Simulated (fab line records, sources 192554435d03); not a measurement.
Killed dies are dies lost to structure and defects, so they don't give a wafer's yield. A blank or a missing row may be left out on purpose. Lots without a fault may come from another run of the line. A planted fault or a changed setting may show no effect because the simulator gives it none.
Which tool did it? | flow n5_finfet | 12 lots, 36 wafers sampled, at 3 steps of a route of 1938

WHAT THE GAUGES READ, wafer by wafer
N5_BEOL_M4_CD_MEAS_18: pitch 36 nm, target cd 18 nm.
lot  | measured     | on        | cd_nm (nm)
L075 | day 7 20:01  | cd_sem-02 | 18.23 18.16 17.92
L077 | day 8 01:28  | cd_sem-01 | 18.33 18.23 18.10
L079 | day 8 16:50  | cd_sem-02 | 18.30 18.08 17.99
L081 | day 9 03:02  | cd_sem-03 | 18.26 18.41 18.31
L083 | day 9 20:30  | cd_sem-03 | 18.12 18.03 18.13
L085 | day 10 04:08 | cd_sem-01 | 18.07 18.49 18.44
L087 | day 11 02:32 | cd_sem-01 | 18.19 18.14 18.36
L089 | day 11 09:01 | cd_sem-01 | 18.76 18.16 18.45
L091 | day 11 21:20 | cd_sem-03 | 18.19 17.80 17.69
L093 | day 12 07:17 | cd_sem-01 | 18.50 18.33 18.34
L095 | day 12 16:41 | cd_sem-03 | 17.95 17.95 17.67
L097 | day 13 21:03 | cd_sem-02 | 17.98 18.33 18.07

WHICH TOOL RAN EACH LOT (tool, then ch and the chambers of the sampled wafers, then the start)
lot  | N5_BEOL_M3_SPUTTER_48        | N5_BEOL_M4_ETCH_63
L075 | pvd_sputter-01, day 7 14:44  | rie_diel-06 ch 0,1,2, day 7 19:35
L077 | pvd_sputter-03, day 7 20:26  | rie_diel-06 ch 0,2, day 8 00:54
L079 | pvd_sputter-02, day 8 11:29  | rie_diel-01 ch 2,3, day 8 16:27
L081 | pvd_sputter-01, day 8 21:47  | rie_diel-06 ch 0,1, day 9 02:32
L083 | pvd_sputter-01, day 9 15:05  | rie_diel-02 ch 1,3, day 9 20:03
L085 | pvd_sputter-03, day 9 23:25  | rie_diel-06 ch 0,1,2, day 10 03:41
L087 | pvd_sputter-01, day 10 20:46 | rie_diel-06 ch 0,1,3, day 11 02:07
L089 | pvd_sputter-03, day 11 03:58 | rie_diel-02 ch 2,3, day 11 08:37
L091 | pvd_sputter-03, day 11 16:00 | rie_diel-06 ch 2,3, day 11 20:44
L093 | pvd_sputter-03, day 12 02:23 | rie_diel-02 ch 0,3, day 12 06:43
L095 | pvd_sputter-02, day 12 10:04 | rie_diel-06 ch 2,3, day 12 16:18
L097 | pvd_sputter-02, day 13 14:44 | rie_diel-01 ch 1,2,3, day 13 20:22
- N5_BEOL_M3_SPUTTER_48: material Cu, target thk 4.5 nm, time 8.29 s.
- N5_BEOL_M4_ETCH_63: etches SiARC in CF4, target depth 15.6 nm, time 26 s.

THE ANSWER, worked out from the rows above alone
Rule: what is usual is taken from the lots themselves. Put in order of their means at a reading, lots are off if they are a third of the lots or fewer, leave a main group of 4 or more, and stand apart from it by a gap of 3 or more times the standard deviation of the main group's means; of several such gaps the widest counts. A main group whose means are all the same, to the digits that the tables above print for the reading, isn't used. A lot without any number at a reading at which 4 lots or more have one is off too. The other lots that the step has rows for count as sound.
No lot is off at any reading shown: from this, nothing can be told.

WHAT THE SIMULATOR HAD PUT IN
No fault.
